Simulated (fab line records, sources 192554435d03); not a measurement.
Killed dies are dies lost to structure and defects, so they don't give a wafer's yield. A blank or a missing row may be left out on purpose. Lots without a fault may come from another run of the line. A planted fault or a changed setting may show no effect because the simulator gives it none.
fab line records | flow n5_finfet | part 2 of 2: steps 5 to 6 of 6
record lots=22 wafers=66 last_day=18
route steps=1938 shown BEOL_M4@1092 BEOL_M5@1131
lots that met no fault: from a run of the same line without faults
start_h: hours from the record's first day to the start of the lot's first wafer shown | wait_h: hours since the lot's step before | " the same as in the row above | L1.1+2: a row that stands for several wafers | - no value, or no start given | * or withheld: withheld | < > ~ a bound
route shown NAME@n: a module of which the file shows steps, and the number in the route of the first | usual: mean/standard deviation of fault-free wafers | same: alike in all rows | chamber/n: place in a boat | sites: the reading at each site | _std_site: their standard deviation | _edge_site: outer sites' mean less inner sites' | radius_mm: how far each site lies from the wafer's centre | mask NAME#n: copy n | behind: the tool/chamber that last shaped the wafer | hold: why the lot was held/for how many hours/how that ended | device: the transistor (n, p or np) that didn't switch | end of line: the same wafers' tests at the end of the route | a step without rows: its recipe alone | killed: dies lost to structure and defects at the first sort, not the wafer's yield | map: a wafer's dies, x killed, . not, _ none there
set.NAME: the setting as run; set.NAME@STEP: as run at that earlier step | model.NAME: the simulator's own value behind a step, which no gauge read
steps of the route over a sample of lots; a table a step, a row a wafer
services: from which hour (start_h, from the record's first day; less than 0 if before it) a tool's chamber was out of use, for how many hours, and why
## steps
# step N5_BEOL_M5_STRIP_64
# recipe chemistry=CF4 resist=SiARC power_w=300 bias_power_w=75 pressure_mtorr=50 cf4_flow_sccm=150 rf_frequency_hz=6e+07
# usual bias_power_w=75.00/0.25 drypump_motor_current_A=5.7/0.4 oes_product_au=0.76/0.07 rf_vpp_V=271.0/1.4 showerhead_plenum_p_Torr=1.79/0.052 throttle_valve_pct=13.70/0.21
# columns lot.wafer tool chamber start_h wait_h bias_power_w drypump_motor_current_A oes_product_au rf_hours_counter_h rf_vpp_V showerhead_plenum_p_Torr throttle_valve_pct
L074.2 rie_diel-05 0 168.87 0.0 74.85 5.9 0.72 190 272.0 1.85 14.01
L074.3 " 2 " " 74.95 5.1 0.86 48 272.3 1.82 13.45
L074.6 " 1 " " 74.78 5.5 0.71 - 270.9 1.72 13.73
L075.1 rie_diel-04 3 170.89 0.0 75.28 5.1 0.78 140 270.6 1.80 13.85
L075.2 " 0 " " 75.21 5.6 0.82 57 269.5 1.76 13.59
L075.3 " 1 " " 74.75 5.9 0.68 232 273.5 1.85 13.82
L076.1 rie_diel-06 3 178.31 0.0 74.80 5.2 0.75 162 272.8 1.86 13.49
L076.3 " 2 " " 74.56 5.9 0.70 200 272.6 1.85 13.73
L076.4 " 2 " " 74.68 5.9 0.71 - 271.4 1.85 13.74
L077.2 rie_diel-06 3 178.54 0.0 74.99 5.2 0.75 162 271.3 1.86 13.50
L077.3 " 2 " " 75.34 5.9 0.71 200 271.2 1.85 13.75
L077.4 " 2 " " 75.30 5.9 0.71 - 272.7 1.85 13.74
L078.1 rie_diel-05 0 192.09 0.0 74.98 5.9 0.72 197 272.5 1.85 14.02
L078.2 " 3 " " 75.37 5.6 0.82 89 270.2 1.75 13.36
L078.5 " 3 " " 75.09 5.6 0.82 - 270.3 1.75 13.36
L080.1 rie_diel-06 3 194.87 0.0 74.77 5.2 0.74 168 274.5 1.86 13.52
L080.3 " 0 " " 74.62 5.7 0.69 246 272.0 1.83 13.60
L080.5 " 0 " " 74.89 5.7 0.69 - 273.9 1.83 13.62
L079.2 rie_diel-04 0 197.87 0.0 74.74 5.6 0.81 66 270.1 1.75 13.58
L079.4 " 1 " " 75.32 5.9 0.67 237 272.3 1.84 13.84
L079.5 " 3 " " 75.21 5.1 0.76 - 271.2 1.79 13.85
L082.3 rie_diel-05 0 207.79 0.0 75.54 6.0 0.71 202 273.1 1.85 14.02
L082.4 " 3 " " 75.19 5.6 0.82 94 270.6 1.75 13.36
L082.5 " 2 " " 75.04 5.1 0.85 - 271.9 1.82 13.48
L083.3 rie_diel-05 0 225.71 0.0 74.75 6.0 0.71 207 271.1 1.85 14.07
L083.5 " 0 " " 74.84 6.0 0.71 - 272.1 1.85 14.04
L083.6 " 3 " " 74.68 5.6 0.81 - 269.2 1.75 13.41
L086.1 rie_diel-04 2 229.64 0.0 74.47 6.5 0.91 16 271.4 1.75 13.58
L086.3 " 1 " " 74.89 5.9 0.66 246 272.2 1.84 13.85
L086.5 " 2 " " 74.96 6.5 0.92 - 269.6 1.75 13.57
L085.3 rie_diel-05 1 235.63 0.0 75.04 5.5 0.69 202 270.2 1.71 13.77
L085.4 " 1 " " 75.21 5.5 0.69 - 269.1 1.71 13.80
L085.6 " 3 " " 75.25 5.6 0.80 - 270.2 1.75 13.38
L087.2 rie_diel-04 2 244.81 0.0 74.87 6.5 0.90 20 269.6 1.75 13.60
L087.4 " 0 " " 74.82 5.6 0.79 78 269.9 1.75 13.62
L087.5 " 3 " " 74.92 5.1 0.75 - 271.2 1.79 13.88
L088.1 rie_diel-04 2 247.77 0.0 75.14 6.5 0.90 22 270.3 1.75 13.59
L088.2 " 3 " " 75.07 5.1 0.75 163 271.2 1.79 13.90
L088.4 " 0 " " 74.44 5.6 0.80 - 270.8 1.75 13.62
L089.1 rie_diel-04 0 255.92 0.0 75.24 5.6 0.79 84 271.4 1.75 13.64
L089.5 " 3 " " 75.06 5.1 0.74 - 271.5 1.79 13.88
L089.6 " 0 " " 74.86 5.6 0.79 - 270.7 1.75 13.61
L090.3 rie_diel-04 2 258.90 0.0 74.85 6.5 0.88 26 270.3 1.75 13.59
L090.5 " 2 " " 74.59 6.5 0.89 - 269.9 1.75 13.62
L090.6 " 3 " " 75.08 5.1 0.74 - 271.0 1.79 13.90
L091.1 rie_diel-04 0 260.50 0.0 75.38 5.6 0.79 86 271.7 1.75 13.63
L091.4 " 3 " " 75.18 5.1 0.75 - 269.8 1.79 13.90
L091.5 " 2 " " 75.31 6.5 0.89 - 268.0 1.75 13.61
L093.2 rie_diel-06 2 279.86 0.0 75.14 5.9 0.69 233 273.5 1.84 13.82
L093.3 " 0 " " 74.79 5.7 0.92 15 272.2 1.83 13.07
L093.4 " 1 " " 74.62 5.8 0.70 180 267.9 1.72 13.84
L092.4 rie_diel-05 3 285.48 0.0 74.83 5.6 0.79 119 268.8 1.74 13.44
L092.5 " 0 " " 74.69 6.0 0.70 - 272.9 1.84 14.11
L092.6 " 1 " " 74.65 5.5 0.68 - 269.4 1.71 13.81
L094.1 rie_diel-05 1 289.36 0.0 74.62 5.5 0.68 219 268.4 1.71 13.82
L094.4 " 3 " " 75.32 5.6 0.80 121 269.5 1.74 13.43
L094.5 " 1 " " 74.98 5.5 0.68 - 270.1 1.71 13.82
L095.2 rie_diel-05 2 306.14 0.0 74.93 5.1 0.82 85 272.2 1.81 13.54
L095.4 " 3 " " 75.03 5.7 0.79 128 269.4 1.74 13.46
L095.6 " 0 " " 74.78 6.0 0.69 - 271.6 1.84 14.13
L096.1 rie_diel-06 0 318.11 0.0 74.70 5.7 0.89 28 272.1 1.82 13.10
L096.5 " 1 " " 74.84 5.8 0.70 - 269.2 1.71 13.87
L096.6 " 2 " " 75.20 5.9 0.69 - 272.1 1.84 13.84
L097.1 rie_diel-06 0 318.33 0.0 74.81 5.7 0.90 28 273.8 1.82 13.13
L097.3 " 2 " " 75.36 5.9 0.68 247 272.1 1.84 13.87
L097.5 " 1 " " 75.11 5.8 0.70 - 267.9 1.71 13.86
# step N5_BEOL_M5_TRENCH_ETCH_37
# recipe chemistry=C4F6/O2 target_depth_a=716.52 target=SiCOH_lowk time_s=24.7 ion_energy_ev=250 pressure_mtorr=30 source_w=345 bias_w=185 Ar_flow_sccm=300 C4F6_flow_sccm=10 O2_flow_sccm=10
# usual O2_flow_sccm=10.00/0.033 drypump_motor_current_A=5.7/0.4 oes_o_777_au=0.77/0.082 oes_product_au=0.77/0.083 rf_vpp_V=667/8.4 showerhead_plenum_p_Torr=2.84/0.089 throttle_valve_pct=20.98/0.22
# columns lot.wafer tool chamber start_h wait_h O2_flow_sccm drypump_motor_current_A oes_o_777_au oes_product_au rf_hours_counter_h rf_vpp_V showerhead_plenum_p_Torr throttle_valve_pct
L074.2 rie_diel-06 2 - - 9.99 5.9 0.71 0.72 197 680 2.94 21.00
L074.3 " 3 " " 10.01 5.2 0.76 0.76 159 675 2.96 20.73
L074.6 " 2 " " 9.95 5.9 0.72 0.72 - 678 2.94 21.01
L075.1 rie_diel-06 1 - - 10.02 5.8 0.73 0.73 148 660 2.73 21.04
L075.2 " 0 " " 9.97 5.7 0.71 0.69 238 672 2.92 20.81
L075.3 " 2 " " 10.03 5.9 0.72 0.71 198 680 2.94 20.99
L076.1 rie_diel-05 0 - - 10.03 6.0 0.72 0.71 193 668 2.94 21.34
L076.3 " 1 " " 9.94 5.5 0.71 0.71 186 669 2.72 21.03
L076.4 " 2 " " 10.00 5.1 0.85 0.87 50 661 2.89 20.84
L077.2 rie_diel-06 3 - - 10.05 5.2 0.76 0.75 163 675 2.96 20.74
L077.3 " 0 " " 10.01 5.7 0.71 0.69 241 672 2.92 20.80
L077.4 " 3 " " 10.05 5.2 0.76 0.75 - 675 2.96 20.72
L078.1 rie_diel-06 3 - - 10.04 5.2 0.75 0.75 167 676 2.96 20.74
L078.2 " 2 " " 10.03 5.9 0.71 0.71 205 679 2.94 21.03
L078.5 " 1 " " 9.99 5.8 0.73 0.73 - 658 2.73 21.09
L080.1 rie_diel-06 0 - - 10.00 5.7 0.70 0.69 247 672 2.92 20.80
L080.3 " 1 " " 9.98 5.8 0.72 0.73 153 660 2.73 21.09
L080.5 " 1 " " 10.02 5.7 0.73 0.73 - 659 2.73 21.08
L079.2 rie_diel-04 2 - - 10.03 6.5 0.97 0.95 7 656 2.77 20.99
L079.4 " 3 " " 9.95 5.1 0.75 0.76 149 656 2.86 21.25
L079.5 " 0 " " 10.01 5.6 0.82 0.82 - 668 2.77 20.97
L082.3 rie_diel-04 1 - - 9.97 5.9 0.66 0.67 240 678 2.93 21.11
L082.4 " 0 " " 9.99 5.6 0.82 0.82 68 668 2.77 20.95
L082.5 " 0 " " 10.01 5.6 0.82 0.82 - 668 2.77 20.95
L083.3 rie_diel-05 1 - - 9.98 5.5 0.71 0.70 200 671 2.71 21.03
L083.5 " 2 " " 9.96 5.1 0.83 0.85 - 661 2.88 20.84
L083.6 " 1 " " 9.97 5.5 0.71 0.71 - 668 2.71 21.03
L086.1 rie_diel-04 1 - - 10.02 5.9 0.66 0.67 247 678 2.93 21.12
L086.3 " 3 " " 10.06 5.1 0.75 0.76 158 656 2.85 21.28
L086.5 " 2 " " 10.03 6.5 0.94 0.93 - 657 2.77 21.03
L085.3 rie_diel-06 0 - - 9.98 5.7 0.98 0.98 4 673 2.91 20.47
L085.4 " 2 " " 10.03 5.9 0.69 0.69 222 680 2.93 21.04
L085.6 " 0 " " 9.95 5.7 0.98 0.98 - 673 2.91 20.47
L087.2 rie_diel-06 0 - - 10.01 5.7 0.97 0.96 5 672 2.91 20.47
L087.4 " 3 " " 10.01 5.2 0.74 0.73 185 675 2.95 20.74
L087.5 " 2 " " 10.03 5.9 0.70 0.70 - 679 2.93 21.04
L088.1 rie_diel-05 0 - - 9.98 6.0 0.70 0.69 216 667 2.93 21.37
L088.2 " 3 " " 9.98 5.7 0.81 0.81 108 661 2.74 20.62
L088.4 " 1 " " 10.05 5.5 0.70 0.70 - 670 2.71 21.03
L089.1 rie_diel-05 0 - - 9.99 6.0 0.70 0.70 219 668 2.93 21.36
L089.5 " 3 " " 10.08 5.7 0.80 0.80 - 660 2.74 20.61
L089.6 " 0 " " 9.94 6.0 0.70 0.69 - 669 2.93 21.37
L090.3 rie_diel-04 2 - - 10.02 6.6 0.91 0.90 29 657 2.76 21.04
L090.5 " 0 " " 10.05 5.6 0.80 0.80 - 667 2.76 21.00
L090.6 " 2 " " 9.99 6.5 0.91 0.91 - 657 2.76 21.03
L091.1 rie_diel-04 3 - - 10.03 5.1 0.74 0.74 171 656 2.85 21.29
L091.4 " 0 " " 9.98 5.6 0.80 0.81 - 669 2.76 20.99
L091.5 " 3 " " 10.03 5.1 0.74 0.75 - 655 2.85 21.28
L093.2 rie_diel-04 2 - - 10.00 6.5 0.90 0.89 35 656 2.76 21.05
L093.3 " 0 " " 9.99 5.6 0.80 0.79 93 667 2.76 21.00
L093.4 " 3 " " 9.98 5.1 0.74 0.74 177 655 2.84 21.29
L092.4 rie_diel-06 0 - - 10.07 5.7 0.93 0.94 17 671 2.91 20.49
L092.5 " 3 " " 10.01 5.2 0.73 0.73 - 675 2.94 20.78
L092.6 " 2 " " 10.02 5.9 0.69 0.69 - 680 2.93 21.07
L094.1 rie_diel-06 2 - - 10.01 5.9 0.69 0.69 236 678 2.93 21.05
L094.4 " 3 " " 10.01 5.2 0.74 0.72 198 675 2.94 20.78
L094.5 " 0 " " 10.02 5.7 0.93 0.93 - 670 2.91 20.50
L095.2 rie_diel-04 0 - - 9.99 5.6 0.79 0.79 95 669 2.76 21.00
L095.4 " 3 " " 10.01 5.1 0.73 0.73 179 655 2.84 21.30
L095.6 " 3 " " 9.97 5.1 0.73 0.74 - 656 2.84 21.30
L096.1 rie_diel-04 2 - - 10.03 6.5 0.89 0.87 42 656 2.76 21.05
L096.5 " 3 " " 10.01 5.1 0.73 0.74 - 655 2.84 21.32
L096.6 " 0 " " 10.00 5.6 0.79 0.80 - 667 2.76 21.01
L097.1 rie_diel-05 1 - - 10.01 5.5 0.68 0.68 230 670 2.70 21.07
L097.3 " 2 " " 10.01 5.1 0.80 0.81 89 661 2.87 20.89
L097.5 " 0 " " 10.01 6.0 0.69 0.68 - 667 2.92 21.41
## services
# columns tool chamber start_h hours kind
rie_diel-05 0 149.24 2.4 repair
rie_diel-04 0 150.26 5.2 repair
rie_diel-04 2 155.76 - clean
rie_diel-04 2 155.76 - consumable_replace:esc
rie_diel-04 2 155.76 - consumable_replace:focus_ring
rie_diel-04 2 155.76 18.5 scheduled_down
rie_diel-04 2 155.76 18.5 vent_cycle
rie_diel-06 1 175.19 8.7 repair
rie_diel-06 0 208.32 - clean
rie_diel-06 0 208.32 - consumable_replace:focus_ring
rie_diel-06 0 208.32 17.7 scheduled_down
rie_diel-06 0 208.32 17.7 vent_cycle
rie_diel-04 1 244.83 - clean
rie_diel-04 1 244.83 - consumable_replace:focus_ring
rie_diel-04 1 244.83 22.6 scheduled_down
rie_diel-04 1 244.83 22.6 vent_cycle
rie_diel-04 - 284.96 14.6 pm
